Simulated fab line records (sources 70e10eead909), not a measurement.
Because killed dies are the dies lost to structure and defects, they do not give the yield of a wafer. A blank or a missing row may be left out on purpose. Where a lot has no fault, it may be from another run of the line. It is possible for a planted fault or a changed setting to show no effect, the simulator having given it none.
Chamber matching ; flow nand_harc ; NHARC_A_DECK1_JOINT_CMP_13 on cmp-02: 4 sister chambers
The step polishes, target thk 51.023 nm. 8 wafers are shown with their chamber, then 10 later ones without.

WAFERS, EACH WITH ITS CHAMBER
wafer;chamber;motor_current_A (A);time_to_endpoint_s (s)
L078.3;0;14.5;9
L088.4;2;13.3;9
L088.6;1;12.2;13
L088.1;3;13.6;11
L088.3;0;14.7;3
L088.5;2;13.7;9
L090.1;1;12.1;14
L090.4;3;11.9;12

WAFERS MISSING THEIR CHAMBER
wafer;motor_current_A (A);time_to_endpoint_s (s)
L090.5;13.0;9
L094.1;14.6;4
L094.2;12.8;11
L094.5;13.6;8
L094.3;13.9;11
L094.4;12.6;16
L094.6;11.5;17
L097.1;14.5;9
L097.2;13.4;15
L097.3;12.4;17

WHICH CHAMBER EACH ONE RAN IN
wafer;from the rows above;in truth
L090.5;can't be placed: 2 or 3 or 1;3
L094.1;can't be placed: 0 or 2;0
L094.2;can't be placed: 3 or 2 or 1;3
L094.5;can't be placed: 2 or 0 or 3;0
L094.3;can't be placed: 2 or 3 or 0 or 1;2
L094.4;can't be placed: 1 or 3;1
L094.6;can't be placed: 1 or 3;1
L097.1;can't be placed: 0 or 2 or 3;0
L097.2;can't be placed: 3 or 1 or 2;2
L097.3;can't be placed: 1 or 3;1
Correct placement for 0 of the 10. Cannot be placed on the basis of these rows: 10; the candidates contain the true chamber in 10. Placed wrongly: 0.
How it was worked out, from the rows above alone: a wafer's distance from a chamber is the root of the sum, over the readings, of the square of ((its reading less the chamber's mean) divided by the reading's scatter). If the next closest chamber is less than 2 further off than the closest, the wafer can't be placed; otherwise it belongs to the closest. A chamber's mean is the mean of its shown wafers. The scatter: take each reading less its chamber's mean, square it, sum over the shown wafers, divide by the number of wafers less the number of chambers, and take the root.
